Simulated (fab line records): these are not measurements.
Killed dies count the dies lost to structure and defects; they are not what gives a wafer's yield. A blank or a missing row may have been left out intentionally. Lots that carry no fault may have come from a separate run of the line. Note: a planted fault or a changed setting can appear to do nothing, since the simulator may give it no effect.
A lot that was struck, set against a sound lot    flow nandHarc    15 out of 1302 route steps
Sound: these wafers, L817.2, L817.3, L817.4. Struck: wafer L811.5. (L811.3 of the same lot was not struck and is left out.) The cause comes at the end.
Each step with rows lists, per side, the tool, then ch with its chambers, then its first start. Under that, the readings that differ: sound wafers    struck wafers    difference of the means    sigmas: that difference in standard deviations of wafers without a fault.
alike: readings whose means differ by less than 2 such deviations, and words and numbers that are the same on both sides. not compared: withheld readings, readings that some wafer has no value for, bounds like >300 that may hide the same value, and numbers for which the record gives no deviation and whose values overlap.
Wherever a step has rows on one side only, a row that says differs or no value, or a row with sigmas, the two part there. Numbers that don't overlap but have no deviation are shown without sigmas and don't part them. A reading missing from all wafers of one side parts the sides only when that side holds two or more wafers.

first, 3 steps without rows for these wafers: NHARC_A_CHANNEL_HOLE_D1_STRIP_41 (strips in N2/H2); NHARC_A_CHANNEL_HOLE_D1_STRIP_42 (strips in CF4/CHF3); NHARC_A_CHANNEL_HOLE_D1_STRIP_43 (strips in O2/COS).
NHARC_A_CHANNEL_HOLE_D1_ETCH_44: etches the open film in CF4/O2, target depth 140 nm, overetch 14 nm, time 77 s.
  sound on rieDiel-08 ch 0,1,3, day 14 23:14; struck on rieDiel-01 ch 0, day 12 07:42
reading              sound              struck  difference  sigmas
oesProductAu (a.u.)  1.005 0.998 0.971  1.027   +0.036      +2
  alike: cf4FlowSccm, drypumpMotorCurrentA, rfVppV, showerheadPlenumPTorr, throttleValvePct
  not compared: rfHoursCounterH
NHARC_A_CHANNEL_HOLE_D1_STRIP_27: strips in O2.
  sound on rieDiel-08 ch 0,1,2; struck on rieDiel-01 ch 2
  alike: drypumpMotorCurrentA, oesProductAu, rfVppV, showerheadPlenumPTorr, throttleValvePct
  not compared: rfHoursCounterH
then, 2 steps without rows for these wafers: NHARC_A_CHANNEL_HOLE_D1_PRECLEAN_28 (cleans in SC1); NHARC_A_CHANNEL_HOLE_D1_SRD_29.
NHARC_A_CHANNEL_HOLE_D1_CD_MEAS_30:
  struck on cdSem-01, day 12 08:30; sound on cdSem-02, day 15 00:01
  alike: cdNm
NHARC_A_CHANNEL_HOLE_D1_XSEM_31:
  sound on xsem-01 ch 0, day 15 00:07; struck on xsem-01 ch 0, day 12 08:35
  alike: botCdNm, bowNm, tiltDeg
NHARC_A_CHANNEL_HOLE_D1_INSPECT_40:
  struck on defectInspect-01, day 12 08:41; sound on defectInspect-02, day 15 00:12
  alike: rawDefectCount
then, 2 steps without rows for these wafers: NHARC_A_CHANNEL_FILL_D1_PRECLEAN_00 (cleans in SC1); NHARC_A_CHANNEL_FILL_D1_SRD_01.
NHARC_A_CHANNEL_FILL_D1_ALD_02: deposits SiO2, target thk 6 nm, pulse time 10 s, ald cycles 60.
  sound on aldHk-04 ch 0,1,3, day 15 00:24; struck on aldHk-03 ch 0, day 12 08:56
reading    sound     struck  difference  sigmas
aldCycles  60 60 60  67      +7          
  alike: heaterPowerW, precursorPulseHeightRel
  not compared: sinceWetCleanH
NHARC_A_CHANNEL_FILL_D1_ALD_03: deposits SiNx, target thk 6 nm, pulse time 60 s, ald cycles 58.
  sound on aldSinBatch-03 ch 0; struck on aldSinBatch-03 ch 0
reading                     sound              struck  difference  sigmas
chamberPressureTorr (Torr)  1.998 2.002 2.003  1.991   -0.010      -2
  alike: precursorPulseHeightRel
  not compared: aldCycles
then, 1 step without rows for these wafers: NHARC_END_SORT_01.

## WHERE THEY PART
At NHARC_A_CHANNEL_HOLE_D1_ETCH_44 first; at NHARC_A_CHANNEL_FILL_D1_ALD_03 last (within this record only).

WHY: the cause the simulator had injected
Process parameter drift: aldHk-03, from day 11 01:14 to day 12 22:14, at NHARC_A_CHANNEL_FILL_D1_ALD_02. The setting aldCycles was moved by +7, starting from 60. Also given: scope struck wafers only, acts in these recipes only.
